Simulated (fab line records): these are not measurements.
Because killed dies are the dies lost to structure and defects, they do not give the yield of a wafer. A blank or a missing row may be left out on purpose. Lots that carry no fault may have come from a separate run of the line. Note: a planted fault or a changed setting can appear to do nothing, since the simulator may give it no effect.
fab line records + flow nandHarc + part 2 of 2: steps 24 to 31 of 31
[record]
- lots = 5
- wafers = 15
- lastDay = 30
route steps=1302 shown A_STAIRCASE@822
lots that met no fault: from a run of the same line without faults
startH: hours from the record's first day to the start of the lot's first wafer shown + waitH: hours elapsed since this lot's preceding step + " repeats the value in the row above + L1.1+2: several wafers, shown together as one row + - no value present, or no start provided + * or withheld: withheld + < > ~ a bound
route shown NAME@n: NAME is a module with steps in the file, n the number in the route of the first one + usual: mean/standard deviation taken from wafers without a fault + same: alike in all rows + chamber/n: place in a boat + sites: the reading at each site + _std_site: the standard deviation of these + _edge_site: inner sites' mean taken away from outer sites' mean + radiusMm: for every site, how far away it sits from the centre of the wafer + mask NAME#n: copy n + behind: tool/chamber where the wafer was last shaped + hold: cause of the lot's hold/its duration in hours/its outcome + device: whichever transistor did not switch (one of n, p or np) + end of line: at the end of the route, the tests of the same wafers + for a step that has no rows: nothing shown but its recipe + killed: not the wafer's yield, but the dies lost to structure and defects at the first sort + map: a wafer's dies, x killed, . not, _ none there
set.NAME: setting as actually run; set.NAME@STEP: the setting as run at that earlier step + model.NAME: the simulator's own value behind a step, which no gauge read
a table for each step, a row for each wafer; lots at some steps of the route
services: a tool's chamber out of use, with start hour (startH, from the record's first day; less than 0 if before it), hours out, and reason
[[steps]]
[step NHARC_A_STAIRCASE_SRD_421]
| lot.wafer  | tool        | chamber | startH | waitH |
|------------|-------------|---------|--------|-------|
| L074.6+4+5 | wetBench-02 | 5,7,0   | -      | -     |
| L079.6+4+5 | wetBench-02 | 5,7,1   | -      | -     |
| L081.2+6+4 | wetBench-07 | 6,0,1   | -      | -     |
| L083.4+3+5 | wetBench-02 | 3,4,5   | -      | -     |
| L088.1+3+6 | wetBench-02 | 7,3,4   | -      | -     |
[step NHARC_A_STAIRCASE_ALD_420]
[recipe]
- targetThkA = 200
- pulseTimeS = 6
- aldCycles = 200
- tempC = 300
- material = SiO2
[usual]
- heaterPowerW = 473/39
- precursorPulseHeightRel = 1.003/0.021
[same]
- pulseTimeS = 6
| lot.wafer | tool     | chamber | startH | waitH | heaterPowerW | precursorPulseHeightRel | sinceWetCleanH |
|-----------|----------|---------|--------|-------|--------------|-------------------------|----------------|
| L074.4    | aldHk-04 | 1       | 407.55 | -     | 464          | 1.007                   | 144            |
| L074.5    | "        | 1       | 408.81 | -     | 467          | 0.999                   | -              |
| L074.6    | "        | 2       | "      | "     | 569          | 0.990                   | -              |
| L079.4    | aldHk-02 | 2       | 442.20 | -     | 417          | 1.065                   | 84             |
| L079.5    | "        | 0       | "      | "     | 493          | 1.008                   | -              |
| L079.6    | "        | 1       | "      | "     | 479          | 1.006                   | -              |
| L081.4    | aldHk-03 | 1       | 458.29 | -     | 483          | 0.973                   | 52             |
| L081.2    | "        | 2       | "      | "     | 485          | 1.022                   | 52             |
| L081.6    | "        | 2       | "      | "     | 486          | 1.007                   | -              |
| L083.3    | aldHk-02 | 1       | 476.98 | -     | 479          | 0.969                   | 119            |
| L083.4    | "        | 3       | "      | "     | 517          | 1.005                   | 119            |
| L083.5    | "        | 1       | "      | "     | 487          | 0.987                   | -              |
| L088.3    | aldHk-04 | 2       | 548.13 | -     | 550          | 1.034                   | 105            |
| L088.1    | "        | 3       | "      | "     | 435          | 1.017                   | 105            |
| L088.6    | "        | 1       | "      | "     | 490          | 1.044                   | -              |
[step NHARC_A_STAIRCASE_CVD_552]
[recipe]
- targetThkA = 400
- tempC = 700
- pressureMtorr = 300
- material = SiNx
[usual]
- spikeTcTopC = 718/3.5
- zonePowerCentrePct = 10.86/0.29
- zonePowerTopPct = 21.8/1.9
| lot.wafer | tool     | chamber | startH | waitH | spikeTcTopC | zonePowerCentrePct | zonePowerTopPct |
|-----------|----------|---------|--------|-------|-------------|--------------------|-----------------|
| L074.4    | lpcvd-02 | 1       | 412.00 | 4.1   | 712         | 11.79              | 21.9            |
| L074.5    | "        | 1       | "      | "     | 711         | 11.51              | 21.4            |
| L074.6    | "        | 1       | "      | "     | 712         | 11.60              | 20.9            |
| L079.4    | lpcvd-01 | 1       | -      | -     | 720         | 10.78              | 20.5            |
| L079.5    | "        | 1       | "      | "     | 718         | 10.83              | 20.4            |
| L079.6    | "        | 1       | "      | "     | 719         | 11.05              | 20.1            |
| L081.2    | lpcvd-01 | 1       | -      | -     | 720         | 10.98              | 20.2            |
| L081.4    | "        | 1       | "      | "     | 720         | 10.72              | 20.0            |
| L081.6    | "        | 1       | "      | "     | 720         | 10.93              | 20.7            |
| L083.3    | lpcvd-01 | 0       | -      | -     | 722         | 10.85              | 22.2            |
| L083.4    | "        | 0       | "      | "     | 720         | 10.89              | 21.6            |
| L083.5    | "        | 0       | "      | "     | 719         | 10.91              | 21.8            |
| L088.1    | lpcvd-01 | 0       | 552.36 | 3.6   | 722         | 10.88              | 21.5            |
| L088.3    | "        | 0       | "      | "     | 723         | 10.94              | 21.6            |
| L088.6    | "        | 0       | "      | "     | 721         | 10.84              | 21.3            |
[step NHARC_A_STAIRCASE_DEP_151]
[recipe]
- targetThkA = 72000
- tempC = 400
- targetThkNm = 7200
- teosFlowSccm = 200
- rfW = 500
- material = SiO2
[usual]
- heaterPowerW = 653/75
- rfFwdPowerW = 499.6/1.6
| lot.wafer | tool     | chamber | startH | waitH | heaterPowerW | rfFwdPowerW | sinceWetCleanH |
|-----------|----------|---------|--------|-------|--------------|-------------|----------------|
| L074.4    | pecvd-01 | 0       | 415.94 | 0.7   | 696          | 501.8       | -              |
| L074.6    | "        | 1       | "      | "     | 593          | 498.7       | -              |
| L074.5    | "        | 2       | "      | "     | 518          | 501.5       | -              |
| L079.6    | pecvd-01 | 2       | 451.81 | 0.7   | 523          | 500.0       | -              |
| L079.5    | "        | 0       | "      | "     | 686          | 497.9       | -              |
| L079.4    | "        | 1       | "      | "     | 591          | 499.2       | -              |
| L081.2    | pecvd-04 | 1       | 466.83 | 0.6   | 807          | 498.0       | 3              |
| L081.4    | "        | 2       | "      | "     | 574          | 502.8       | -              |
| L081.6    | "        | 0       | "      | "     | 630          | 500.2       | -              |
| L083.3    | pecvd-03 | 1       | 486.80 | 0.5   | 662          | 498.3       | 108            |
| L083.4    | "        | 0       | "      | "     | 639          | 501.3       | -              |
| L083.5    | "        | 1       | "      | "     | 640          | 499.1       | -              |
| L088.1    | pecvd-04 | 1       | 556.09 | 0.5   | 700          | 497.3       | 93             |
| L088.3    | "        | 0       | "      | "     | 720          | 501.3       | 93             |
| L088.6    | "        | 0       | "      | "     | 617          | 499.3       | -              |
[step NHARC_A_STAIRCASE_ANNEAL_320]
[recipe]
- tempC = 750
- timeS = 1800
[usual]
- spikeTcTopC = 765.2/1.8
- zonePowerCentrePct = 13.2/1.1
- zonePowerTopPct = 23/3.6
| lot.wafer | tool       | chamber | startH | waitH | spikeTcTopC | zonePowerCentrePct | zonePowerTopPct |
|-----------|------------|---------|--------|-------|-------------|--------------------|-----------------|
| L074.4    | furnace-05 | 0       | 420.10 | -     | 763.5       | 14.5               | 18              |
| L074.5    | "          | 0       | "      | "     | 764.8       | 14.2               | 19              |
| L074.6    | "          | 0       | "      | "     | 766.2       | 14.4               | 19              |
| L079.4    | furnace-02 | 0       | 455.48 | -     | 767.3       | 12.9               | 26              |
| L079.5    | "          | 0       | "      | "     | 767.0       | 13.1               | 26              |
| L079.6    | "          | 0       | "      | "     | 768.5       | 13.1               | 26              |
| L081.2    | furnace-02 | 0       | 472.68 | -     | 767.4       | 13.1               | 26              |
| L081.4    | "          | 0       | "      | "     | 767.4       | 13.0               | 26              |
| L081.6    | "          | 0       | "      | "     | 766.7       | 13.0               | 26              |
| L083.3    | furnace-02 | 0       | 493.03 | -     | 765.7       | 12.9               | 26              |
| L083.4    | "          | 0       | "      | "     | 766.7       | 13.1               | 26              |
| L083.5    | "          | 0       | "      | "     | 765.4       | 13.0               | 26              |
| L088.1    | furnace-01 | 0       | 560.19 | -     | 763.3       | 10.8               | 24              |
| L088.3    | "          | 0       | "      | "     | 761.2       | 10.8               | 24              |
| L088.6    | "          | 0       | "      | "     | 762.9       | 10.6               | 24              |
[step NHARC_A_STAIRCASE_DEP_322]
[recipe]
- targetThkA = 72000
- tempC = 400
- targetThkNm = 7200
- teosFlowSccm = 200
- rfW = 500
- material = SiO2
[usual]
- heaterPowerW = 653/72
- rfFwdPowerW = 499.5/1.6
| lot.wafer | tool     | chamber | startH | waitH | heaterPowerW | rfFwdPowerW | sinceWetCleanH |
|-----------|----------|---------|--------|-------|--------------|-------------|----------------|
| L074.6    | pecvd-01 | 2       | 423.82 | 0.3   | 517          | 500.7       | -              |
| L074.5    | "        | 0       | "      | "     | 683          | 499.7       | -              |
| L074.4    | "        | 1       | "      | "     | 596          | 499.2       | -              |
| L079.6    | pecvd-01 | 2       | 459.17 | 0.3   | 522          | 500.5       | -              |
| L079.4    | "        | 0       | "      | "     | 708          | 502.2       | -              |
| L079.5    | "        | 1       | "      | "     | 577          | 498.6       | -              |
| L081.2    | pecvd-01 | 1       | 476.30 | 0.3   | 638          | 500.0       | 152            |
| L081.6    | "        | 2       | "      | "     | 517          | 499.5       | -              |
| L081.4    | "        | 1       | "      | "     | 596          | 500.1       | -              |
| L083.3    | pecvd-04 | 2       | 496.73 | 0.4   | 622          | 497.9       | 33             |
| L083.4    | "        | 0       | "      | "     | 630          | 497.9       | -              |
| L083.5    | "        | 1       | "      | "     | 649          | 499.2       | -              |
| L088.1    | pecvd-04 | 2       | 563.56 | 0.1   | 686          | 499.6       | 100            |
| L088.3    | "        | 0       | "      | "     | 771          | 503.0       | 100            |
| L088.6    | "        | 0       | "      | "     | 632          | 501.2       | -              |
[step NHARC_A_STAIRCASE_ANNEAL_323]
[recipe]
- tempC = 750
- timeS = 1800
[usual]
- spikeTcTopC = 764.5/1.8
- zonePowerCentrePct = 13.2/1.4
- zonePowerTopPct = 22/3.5
| lot.wafer | tool       | chamber | startH | waitH | spikeTcTopC | zonePowerCentrePct | zonePowerTopPct |
|-----------|------------|---------|--------|-------|-------------|--------------------|-----------------|
| L074.4    | furnace-05 | 0       | 427.98 | -     | 763.5       | 14.6               | 18              |
| L074.5    | "          | 0       | "      | "     | 763.6       | 14.4               | 18              |
| L074.6    | "          | 0       | "      | "     | 765.3       | 14.4               | 18              |
| L079.4    | furnace-02 | 0       | 462.83 | -     | 766.6       | 12.6               | 26              |
| L079.5    | "          | 0       | "      | "     | 765.8       | 13.0               | 26              |
| L079.6    | "          | 0       | "      | "     | 767.0       | 13.1               | 27              |
| L081.2    | furnace-02 | 0       | 482.12 | -     | 766.9       | 12.9               | 26              |
| L081.4    | "          | 0       | "      | "     | 766.1       | 12.9               | 26              |
| L081.6    | "          | 0       | "      | "     | 768.2       | 13.2               | 26              |
| L083.3    | furnace-02 | 0       | 500.36 | -     | 767.2       | 13.0               | 26              |
| L083.4    | "          | 0       | "      | "     | 767.0       | 13.0               | 26              |
| L083.5    | "          | 0       | "      | "     | 767.1       | 13.1               | 26              |
| L088.1    | furnace-05 | 0       | 568.69 | -     | 764.0       | 14.4               | 18              |
| L088.3    | "          | 0       | "      | "     | 764.3       | 14.4               | 18              |
| L088.6    | "          | 0       | "      | "     | 763.9       | 14.5               | 18              |
[step NHARC_A_STAIRCASE_DEP_325]
[recipe]
- targetThkA = 72000
- tempC = 400
- targetThkNm = 7200
- teosFlowSccm = 200
- rfW = 500
- material = SiO2
[usual]
- heaterPowerW = 655/75
- rfFwdPowerW = 499.7/1.7
| lot.wafer | tool     | chamber | startH | waitH | heaterPowerW | rfFwdPowerW | sinceWetCleanH |
|-----------|----------|---------|--------|-------|--------------|-------------|----------------|
| L074.5    | pecvd-01 | 2       | 431.65 | 0.4   | 506          | 499.4       | -              |
| L074.4    | "        | 0       | "      | "     | 688          | 502.6       | -              |
| L074.6    | "        | 1       | "      | "     | 588          | 502.1       | -              |
| L079.5    | pecvd-03 | 2       | 466.52 | 0.3   | 575          | 499.7       | -              |
| L079.4    | "        | 0       | "      | "     | 638          | 498.7       | -              |
| L079.6    | "        | 1       | "      | "     | 624          | 502.2       | -              |
| L081.2    | pecvd-01 | 1       | 485.54 | 0.1   | 744          | 500.7       | 162            |
| L081.4    | "        | 1       | "      | "     | 587          | 499.6       | -              |
| L081.6    | "        | 0       | "      | "     | 700          | 498.4       | -              |
| L083.3    | pecvd-03 | 0       | 503.80 | 0.2   | 639          | 501.0       | 125            |
| L083.5    | "        | 2       | "      | "     | 567          | 500.1       | -              |
| L083.4    | "        | 1       | "      | "     | 645          | 501.4       | -              |
| L088.1    | pecvd-03 | 1       | 572.07 | 0.1   | 706          | 502.4       | 12             |
| L088.3    | "        | 0       | "      | "     | 602          | 500.7       | -              |
| L088.6    | "        | 0       | "      | "     | 609          | 499.8       | -              |
[[services]]
| tool          | chamber | startH | hours | kind   |
|---------------|---------|--------|-------|--------|
| rieDiel-01    | -       | 380.93 | 9.0   | pm     |
| wetBench-02   | -       | 388.31 | 2.4   | repair |
| lithoTrack-02 | -       | 402.00 | 7.0   | pm     |
| rieDiel-09    | 1       | 404.93 | 4.2   | repair |
| rieDiel-01    | 3       | 419.12 | 9.8   | repair |
| wetBench-02   | -       | 420.00 | 8.0   | pm     |
| rieDiel-04    | 0       | 422.55 | 17.5  | repair |
| pecvd-04      | 0       | 438.19 | 11.2  | repair |
| rieDiel-09    | -       | 442.47 | 0.2   | repair |
| pecvd-04      | -       | 450.54 | 13.0  | pm     |
| rieDiel-01    | 0       | 458.27 | 3.5   | repair |
| pecvd-01      | -       | 459.89 | 0.6   | repair |
| rieDiel-04    | 1       | 460.53 | 6.7   | repair |
| lithoTrack-05 | -       | 474.00 | 7.0   | pm     |
| rieDiel-09    | 0       | 490.75 | 6.1   | repair |
| pecvd-01      | -       | 492.06 | 13.0  | pm     |
| rieDiel-09    | -       | 497.12 | 9.0   | pm     |
| rieDiel-04    | 0       | 508.72 | 4.9   | repair |
| wetBench-07   | -       | 512.03 | 8.0   | pm     |
| pecvd-04      | -       | 517.31 | 0.7   | repair |
| rieDiel-04    | -       | 533.00 | 9.0   | pm     |
| wetBench-02   | -       | 548.60 | 4.5   | repair |
| rieDiel-01    | -       | 557.93 | 9.0   | pm     |
| rieDiel-09    | 0       | 567.71 | 13.4  | repair |
